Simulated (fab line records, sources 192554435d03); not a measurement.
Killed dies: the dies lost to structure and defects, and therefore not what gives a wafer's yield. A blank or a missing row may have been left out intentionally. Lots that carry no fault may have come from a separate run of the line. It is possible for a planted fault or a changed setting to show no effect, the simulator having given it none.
fab line records	flow n5-finfet
record lots=11	wafers=29	last-day=17
route steps=1938 shown BEOL_M5@1126 PASSIVATION@1936
lots untouched by any fault: they come from a run of this same line in which no faults occurred
start-h: hours from the record's first day to the start of the lot's first wafer shown	wait-h: time in hours since the lot's previous step	" repeats the value in the row above	L1.1+2: a row that stands for several wafers	- no value, or no start given	* or withheld: withheld	< > ~ a bound
route shown NAME@n: NAME is a module with steps in the file, n the number in the route of the first one	usual: average and standard deviation across the fault-free wafers	same: alike in all rows	chamber/n: place in a boat	sites: each site's reading	_std_site: standard deviation of those values	_edge_site: the outer-site mean with the inner-site mean subtracted	radius-mm: how far each site lies from the wafer's centre	mask NAME#n: copy n	behind: the last tool/chamber to shape the wafer	hold: what put the lot on hold/how long, in hours/how the hold closed	device: which transistor (n, p or np) failed to switch	end of line: the tests these same wafers got at the end of their route	where a step has no rows: the recipe by itself	killed: not the wafer's yield, but the dies lost to structure and defects at the first sort	map: shows each die of a wafer: x if killed, . if not, _ if none is there
set.NAME: setting as actually run; set.NAME@STEP: the setting as run at that earlier step	model.NAME: the simulator's own value behind a step, which no gauge read
steps of the route over a sample of lots; a table a step, a row a wafer
services: a tool's chamber out of use, with start hour (start-h, from the record's first day; less than 0 if before it), hours out, and reason
## steps
# step N5_BEOL_M5_CD_MEAS_11
# recipe target-cd-nm=27.74	landing-energy-ev=500	detector=se-inlens
# usual cd-nm=28.08/0.29
lot.wafer	tool	chamber	start-h	wait-h	cd-nm
L452.2	cd-sem-02	0	199.02	-	28.12
L452.4	"	0	"	"	28.45
L452.5	"	0	"	"	28.17
L454.4	cd-sem-02	0	203.12	-	28.17
L454.5	"	0	"	"	27.52
L454.6	"	0	"	"	28.14
L453.1	cd-sem-01	0	205.80	-	27.77
L453.4	"	0	"	"	28.04
L453.5	"	0	"	"	28.01
L458.2	cd-sem-03	0	225.59	-	28.10
L458.3	"	0	"	"	27.80
L459.2	cd-sem-03	0	239.90	-	28.41
L459.4	"	0	"	"	27.85
L459.6	"	0	"	"	28.34
L460.1	cd-sem-03	0	246.08	-	28.58
L460.2	"	0	"	"	28.35
L460.3	"	0	"	"	28.27
L463.1	cd-sem-03	0	249.25	-	27.80
L463.3	"	0	"	"	27.95
L464.2	cd-sem-03	0	276.32	-	28.43
L464.3	"	0	"	"	28.22
L464.6	"	0	"	"	28.06
L469.1	cd-sem-02	0	293.43	-	28.39
L469.3	"	0	"	"	28.12
L469.4	"	0	"	"	27.82
L470.1	cd-sem-02	0	305.75	-	28.21
L470.4	"	0	"	"	27.85
L471.2	cd-sem-01	0	309.10	-	27.90
L471.5	"	0	"	"	28.65
# step N5_BEOL_M5_ETCH_72
# recipe chemistry=N2/H2	target=underlayer	target-depth-a=65	mask-material=CAR-EUV	time-s=5.2	ion-energy-ev=200	pressure-mtorr=30	source-w=840	bias-w=150	n2-flow-sccm=200	h2-flow-sccm=200	ends=cleared
# usual drypump-motor-current-A=5.6/0.49	etch-rf-on-time-s=5.30/0.15	oes-product-au=0.68/0.065	rf-vpp-V=525.4/2.7	showerhead-plenum-p-Torr=2.59/0.09	throttle-valve-pct=17.78/0.3
lot.wafer	tool	chamber	start-h	wait-h	drypump-motor-current-A	etch-rf-on-time-s	oes-product-au	rf-hours-counter-h	rf-vpp-V	showerhead-plenum-p-Torr	throttle-valve-pct
L452.2	rie-diel-05	0	199.17	0.0	5.5	5.19	0.64	169	527.3	2.62	17.48
L452.4	"	2	"	"	5.1	5.38	0.60	197	525.5	2.61	17.92
L452.5	"	2	"	"	5.1	5.41	0.58	-	527.0	2.61	17.95
L454.4	rie-diel-03	1	203.31	0.0	5.3	5.48	0.69	-	528.6	2.70	17.98
L454.5	"	3	"	"	5.2	5.57	0.57	-	523.5	2.48	17.97
L454.6	"	0	"	"	6.1	5.06	0.78	-	524.5	2.49	17.76
L453.1	rie-diel-04	3	205.96	0.0	5.1	5.49	0.67	88	522.1	2.45	17.42
L453.4	"	2	"	"	6.7	5.18	0.66	157	522.4	2.43	17.86
L453.5	"	3	"	"	5.1	5.54	0.67	-	521.7	2.45	17.43
L458.2	rie-diel-04	0	225.99	0.0	5.3	5.22	0.74	38	527.7	2.68	17.07
L458.3	"	1	"	"	6.1	5.33	0.70	75	528.2	2.68	17.88
L459.2	rie-diel-03	1	240.06	0.0	5.3	5.50	0.66	77	528.2	2.69	17.98
L459.4	"	1	"	"	5.3	5.51	0.67	-	527.4	2.69	17.98
L459.6	"	2	"	"	5.7	5.27	0.71	-	527.7	2.69	17.76
L460.1	rie-diel-03	1	246.24	0.0	5.3	5.56	0.66	79	525.3	2.69	17.97
L460.2	"	0	"	"	6.1	5.17	0.75	36	521.5	2.48	17.77
L460.3	"	2	"	"	5.8	5.37	0.71	72	529.8	2.68	17.74
L463.1	rie-diel-03	1	249.41	0.0	5.3	5.53	0.68	80	527.1	2.69	17.99
L463.3	"	0	"	"	6.1	7.13	0.64	37	520.7	2.48	17.79
L464.2	rie-diel-03	1	276.47	0.0	5.3	5.38	0.67	89	527.1	2.69	17.99
L464.3	"	2	"	"	5.7	7.23	0.60	82	527.9	2.68	17.75
L464.6	"	3	"	"	5.2	7.20	0.66	-	522.0	2.48	17.50
L469.1	rie-diel-05	2	294.89	0.0	5.2	5.41	0.58	232	526.2	2.60	18.01
L469.3	"	1	"	"	6.4	5.12	0.80	8	526.5	2.62	17.93
L469.4	"	0	"	"	5.5	5.25	0.61	204	525.5	2.60	17.56
L470.1	rie-diel-05	1	305.94	0.0	6.3	5.08	0.78	12	528.4	2.62	17.94
L470.4	"	0	"	"	5.5	5.20	0.62	209	526.7	2.60	17.58
L471.2	rie-diel-04	3	309.53	0.0	5.1	5.44	0.64	120	521.3	2.44	17.47
L471.5	"	3	"	"	5.1	5.54	0.63	-	520.3	2.44	17.48
# step N5_BEOL_M5_ETCH_62
# recipe chemistry=N2/H2	target=SOC	target-depth-a=750	overetch-a=150	mask-material=SiARC	temp-c=40	time-s=112.5	ion-energy-ev=200	pressure-mtorr=30	source-w=840	bias-w=150	n2-flow-sccm=200	h2-flow-sccm=200
# usual drypump-motor-current-A=5.6/0.49	oes-product-au=0.64/0.056	rf-vpp-V=525.3/2.5	showerhead-plenum-p-Torr=2.59/0.09	throttle-valve-pct=17.74/0.3
lot.wafer	tool	chamber	start-h	wait-h	drypump-motor-current-A	oes-product-au	rf-hours-counter-h	rf-vpp-V	showerhead-plenum-p-Torr	throttle-valve-pct
L452.2	rie-diel-05	0	199.22	0.0	5.5	0.59	169	527.3	2.62	17.48
L452.4	"	2	"	"	5.1	0.56	197	527.7	2.61	17.91
L452.5	"	2	"	"	5.2	0.56	-	527.5	2.61	17.90
L454.4	rie-diel-03	1	203.40	0.1	5.3	0.65	-	527.6	2.70	17.92
L454.5	"	3	"	"	5.2	0.55	-	523.0	2.48	17.91
L454.6	"	0	"	"	6.1	0.72	-	522.1	2.49	17.74
L453.1	rie-diel-04	3	206.00	0.0	5.1	0.64	88	522.4	2.45	17.39
L453.4	"	2	"	"	6.7	0.61	157	519.8	2.43	17.82
L453.5	"	3	"	"	5.1	0.64	-	523.3	2.45	17.37
L458.2	rie-diel-04	0	226.04	0.0	5.3	0.68	38	528.5	2.68	17.05
L458.3	"	1	"	"	6.1	0.66	75	526.8	2.68	17.85
L459.2	rie-diel-03	1	240.11	0.0	5.3	0.64	77	527.5	2.69	17.93
L459.4	"	1	"	"	5.3	0.64	-	527.4	2.69	17.93
L459.6	"	2	"	"	5.7	0.67	-	528.3	2.69	17.72
L460.1	rie-diel-03	1	246.29	0.0	5.3	0.65	79	527.3	2.69	17.94
L460.2	"	0	"	"	6.1	0.70	36	523.2	2.48	17.76
L460.3	"	2	"	"	5.7	0.67	72	529.2	2.68	17.73
L463.1	rie-diel-03	1	249.45	0.0	5.3	0.64	80	526.8	2.69	17.95
L463.3	"	0	"	"	6.1	0.70	37	522.1	2.48	17.76
L464.2	rie-diel-03	1	276.52	0.0	5.3	0.64	89	526.4	2.69	17.96
L464.3	"	2	"	"	5.7	0.66	82	527.0	2.68	17.73
L464.6	"	3	"	"	5.2	0.73	-	522.4	2.48	17.49
L469.1	rie-diel-05	2	294.94	0.0	5.1	0.55	232	525.5	2.60	17.96
L469.3	"	1	"	"	6.3	0.73	8	524.4	2.62	17.90
L469.4	"	0	"	"	5.5	0.57	204	527.2	2.60	17.54
L470.1	rie-diel-05	1	305.98	0.0	6.4	0.71	12	525.0	2.62	17.90
L470.4	"	0	"	"	5.5	0.57	209	527.3	2.60	17.53
L471.2	rie-diel-04	3	309.57	0.0	5.1	0.62	120	521.2	2.44	17.43
L471.5	"	3	"	"	5.1	0.62	-	522.7	2.44	17.42
# step N5_BEOL_M5_STRIP_19
# recipe chemistry=O2	power-w=400	temp-c=40	pressure-mtorr=30	rf-frequency-hz=6e+07	bias-power-w=0	overash-fraction=0.2	o2-flow-sccm=225
# usual drypump-motor-current-A=5.7/0.56	oes-product-au=0.80/0.075	rf-vpp-V=3.7/0.45	showerhead-plenum-p-Torr=2.13/0.083	throttle-valve-pct=16.57/0.27
lot.wafer	tool	chamber	start-h	wait-h	drypump-motor-current-A	oes-product-au	rf-hours-counter-h	rf-vpp-V	showerhead-plenum-p-Torr	throttle-valve-pct
L452.2	rie-diel-03	0	199.50	0.1	6.1	0.92	20	3.8	2.06	16.61
L452.4	"	0	"	"	6.1	0.91	-	3.7	2.06	16.63
L452.5	"	3	"	"	5.2	0.68	-	3.5	2.08	16.95
L454.4	rie-diel-03	3	203.65	0.1	5.2	0.67	-	4.2	2.08	16.97
L454.5	"	0	"	"	6.1	0.91	-	3.8	2.06	16.62
L454.6	"	1	"	"	5.3	0.81	-	3.4	2.24	16.70
L453.1	rie-diel-04	0	206.29	0.1	5.3	0.90	32	3.4	2.21	16.01
L453.4	"	1	"	"	6.1	0.84	69	3.1	2.21	16.64
L453.5	"	0	"	"	5.3	0.90	-	3.6	2.21	15.99
L458.2	rie-diel-04	2	226.34	0.1	6.6	0.75	162	3.9	2.00	16.73
L458.3	"	1	"	"	6.2	0.84	75	3.5	2.21	16.66
L459.2	rie-diel-03	0	240.38	0.1	6.1	0.87	34	3.4	2.06	16.67
L459.4	"	1	"	"	5.3	0.80	-	3.7	2.23	16.74
L459.6	"	2	"	"	5.7	0.83	-	3.6	2.24	16.64
L460.1	rie-diel-04	1	246.57	0.1	6.2	0.84	82	3.4	2.21	16.66
L460.2	"	0	"	"	5.3	0.89	45	3.3	2.20	16.00
L460.3	"	3	"	"	5.1	0.79	100	4.5	2.03	16.28
L463.1	rie-diel-04	2	249.74	0.1	6.6	0.75	169	3.2	2.00	16.72
L463.3	"	1	"	"	6.2	0.83	83	3.6	2.20	16.67
L464.2	rie-diel-04	3	276.80	0.1	5.1	0.78	107	3.9	2.03	16.29
L464.3	"	2	"	"	6.6	0.74	176	3.6	2.00	16.74
L464.6	"	2	"	"	6.6	0.74	-	3.9	2.00	16.75
L469.1	rie-diel-05	0	295.34	0.2	5.5	0.73	204	4.1	2.20	16.66
L469.3	"	2	"	"	5.1	0.68	232	3.7	2.15	16.90
L469.4	"	3	"	"	5.2	0.81	97	3.3	2.12	16.53
L470.1	rie-diel-05	2	306.93	0.7	5.1	0.68	237	2.9	2.14	16.91
L470.4	"	0	"	"	5.5	0.72	209	2.9	2.20	16.67
L471.2	rie-diel-05	0	309.97	0.2	5.5	0.71	211	3.7	2.20	16.68
L471.5	"	0	"	"	5.5	0.72	-	2.8	2.20	16.67
# step N5_PASSIVATION_PROBE_49
# usual defect-limited-yield=91.4/1.4	killed_at_M0_to_M3=33/10	killed_at_M4_up=14/6.1	killed-at-contacts=14/6.1	killed-at-front-end=38/9.7	killed-at-other=3.1/2.9	killed-dies=102/17	killed-open=67/13	killed-short=32/8	sort_bin_5_function=5.1/0.94	sort_bin_6_memory=3.2/0.68	sort_bin_8_speed=0.02/0.17	sort-n-pass=1078/17	sort-yield-pct=91.3/1.5
# same gross-dies=1180	killed-at-back-side=0	sort_bin_4_leakage[%]=0
lot.wafer	tool	chamber	start-h	wait-h	defect-limited-yield[%]	killed_at_M0_to_M3	killed_at_M4_up	killed-at-contacts	killed-at-front-end	killed-at-other	killed-dies	killed-open	killed-short	sort_bin_5_function[%]	sort_bin_6_memory[%]	sort_bin_8_speed[%]	sort-n-pass	sort-yield-pct[%]
L458.2	prober-01	-	330.60	0.1	92.2	18	13	8	48	5	92	62	30	4.6	2.9	0	1088	92.2
L458.3	prober-01	-	330.65	0.1	92.2	18	21	13	33	7	92	68	24	4.6	3.0	0	1088	92.2
L460.1	prober-02	-	352.11	0.0	89.2	31	21	31	44	0	127	93	33	6.2	4.2	0	1053	89.2
L460.2	prober-02	-	352.16	0.1	91.0	32	13	14	47	0	106	65	41	5.5	3.2	0	1074	91.0
L460.3	prober-02	-	352.21	0.1	89.1	43	15	26	44	1	129	87	42	6.6	4.1	0	1051	89.1
L463.3	prober-02	-	373.12	0.1	90.9	43	16	8	38	2	107	57	34	4.6	2.9	0	1073	90.9
L464.2	prober-01	-	376.18	0.1	91.4	44	12	11	32	2	101	66	31	4.9	3.4	0	1079	91.4
L464.3	prober-01	-	376.23	0.1	90.8	32	8	17	51	0	108	78	29	4.9	3.8	0	1072	90.8
L464.6	prober-01	-	376.38	0.3	90.6	27	24	12	47	1	111	76	35	5.3	3.9	0	1069	90.6
L469.1	prober-01	-	395.50	0.0	89.2	51	20	14	35	7	127	77	50	6.1	4.3	0.25	1050	89.0
L469.4	prober-01	-	395.65	0.2	91.9	41	8	10	34	2	95	54	35	4.7	2.5	0	1085	91.9
# killed by level:class
L458.2 FIN_SAQP:geometric-particle:open=18 FIN_SAQP:geometric-particle:short=7 BEOL_M4:geometric-particle:open=7 ILD0:geometric-particle:short=5 BEOL_M3:geometric-particle:open=5 BEOL_M6:geometric-particle:open=5 MOL_CONTACT_COAG:geometric-particle:open=4 MOL_CONTACT_COAG:geometric-particle:short=4
L458.3 BEOL_M4:geometric-particle:open=13 MOL_CONTACT_COAG:geometric-particle:open=12 STI_FIN_REVEAL:geometric-particle:open=8 BEOL_M0_SAQP:geometric-particle:open=7 STI_FIN_REVEAL:geometric-particle:short=6 BEOL_M5:geometric-particle:open=5 DUMMY_GATE:geometric-particle:open=4 PASS1_CAP:geometric-particle:short=4
L460.1 MOL_CONTACT_COAG:geometric-particle:open=28 FIN_SAQP:geometric-particle:open=12 FIN_SAQP:geometric-particle:short=8 DUMMY_GATE:geometric-particle:open=7 BEOL_M3:geometric-particle:open=7 BEOL_M4:geometric-particle:open=7 GATE_CUT:geometric-particle:short=5 BEOL_M0_SAQP:geometric-particle:short=5
L460.2 FIN_SAQP:geometric-particle:short=15 MOL_CONTACT_COAG:geometric-particle:open=12 FIN_SAQP:geometric-particle:open=7 BEOL_M0:geometric-particle:open=7 BEOL_M0_SAQP:geometric-particle:short=6 STARTING-WAFER:geometric-particle:short=5 DUMMY_GATE:geometric-particle:open=4 BEOL_M3:geometric-particle:open=4
L460.3 MOL_CONTACT_COAG:geometric-particle:open=21 BEOL_M0_SAQP:geometric-particle:open=12 STI_FIN_REVEAL:geometric-particle:open=9 BEOL_M0_SAQP:geometric-particle:short=9 BEOL_M1:geometric-particle:open=8 MOL_CONTACT_COAG:geometric-particle:short=5 BEOL_M2:geometric-particle:open=5 BEOL_M4:geometric-particle:open=5
L463.3 HKMG_FIN:area-etch=16 BEOL_M1:geometric-particle:open=14 BEOL_M0_SAQP:geometric-particle:short=13 FIN_SAQP:geometric-particle:open=7 BEOL_M0_SAQP:geometric-particle:open=7 STARTING-WAFER:geometric-particle:short=5 BEOL_M4:geometric-particle:open=4 FIN_SAQP:geometric-particle:short=4
L464.2 BEOL_M0_SAQP:geometric-particle:short=13 MOL_CONTACT_COAG:geometric-particle:open=10 BEOL_M2:geometric-particle:open=9 GATE_CUT:geometric-particle:open=6 BEOL_M0_SAQP:geometric-particle:open=6 BEOL_M1:geometric-particle:open=6 GATE_CUT:geometric-particle:short=5 STI_FIN_REVEAL:geometric-particle:open=4
L464.3 STI_FIN_REVEAL:geometric-particle:open=15 MOL_CONTACT_COAG:geometric-particle:open=12 BEOL_M0_SAQP:geometric-particle:short=12 BEOL_M0_SAQP:geometric-particle:open=10 FIN_SAQP:geometric-particle:open=8 GATE_CUT:geometric-particle:open=6 FIN_SAQP:geometric-particle:short=5 MOL_CONTACT_COAG:geometric-particle:short=5
L464.6 BEOL_M4:geometric-particle:open=10 BEOL_M2:geometric-particle:open=8 MOL_CONTACT_COAG:geometric-particle:open=8 BEOL_M5:geometric-particle:open=8 DUMMY_GATE:geometric-particle:open=7 BEOL_M0_SAQP:geometric-particle:open=7 FIN_SAQP:geometric-particle:open=6 DUMMY_GATE:geometric-particle:short=5
L469.1 MOL_CONTACT_COAG:geometric-particle:open=12 BEOL_M3:geometric-particle:open=12 BEOL_M1:geometric-particle:open=9 BEOL_M4:geometric-particle:open=9 STI_FIN_REVEAL:geometric-particle:open=8 BEOL_M0_SAQP:geometric-particle:short=7 GATE_CUT:geometric-particle:short=6 BEOL_M2:geometric-particle:open=6
L469.4 FIN_SAQP:geometric-particle:short=13 BEOL_M3:geometric-particle:open=12 BEOL_M0_SAQP:geometric-particle:open=9 BEOL_M2:geometric-particle:open=9 BEOL_M0_SAQP:geometric-particle:short=7 MOL_CONTACT_COAG:geometric-particle:open=6 HKMG_FIN:area-etch=6 STI_FIN_REVEAL:geometric-particle:open=4
## services
tool	chamber	start-h	hours	kind
rie-diel-03	3	179.41	1.8	repair
rie-diel-03	3	224.30	-	clean
rie-diel-03	3	224.30	-	consumable-replace:focus-ring
rie-diel-03	3	224.30	24.5	scheduled-down
rie-diel-03	3	224.30	24.5	vent-cycle
rie-diel-05	1	261.35	-	clean
rie-diel-05	1	261.35	-	consumable-replace:focus-ring
rie-diel-05	1	261.35	15.8	scheduled-down
rie-diel-05	1	261.35	15.8	vent-cycle
rie-diel-03	-	280.32	19.4	repair
rie-diel-03	-	299.88	14.6	pm
rie-diel-04	-	301.97	0.1	repair
## key
first-sign step=N5_BEOL_M5_ETCH_72	reading=etch-rf-on-time-s	direction=up	sigmas=13	usual=*	struck=*
effect none on later readings
met-at N5_BEOL_M5_ETCH_72
struck-lots L463,L464
struck-wafers L463.3,L464.3,L464.6
baseline-loss step=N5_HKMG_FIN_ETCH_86	wafers=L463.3
not-acting-at N5_BEOL_M5_CD_MEAS_11,N5_BEOL_M5_ETCH_62,N5_BEOL_M5_STRIP_19
onset-between 246.24 249.41
fault kind=process-parameter-drift	tool=rie-diel-03	chamber=-	onset-h=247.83	steps=N5_BEOL_M5_ETCH_72	channel=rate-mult	offset=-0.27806	shape=step	end-h=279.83	scope=struck-wafers-only
# baseline-loss: these wafers lose ten dies or more at that step, a loss of the line's own and not of a fault; the sort's usual values leave them out
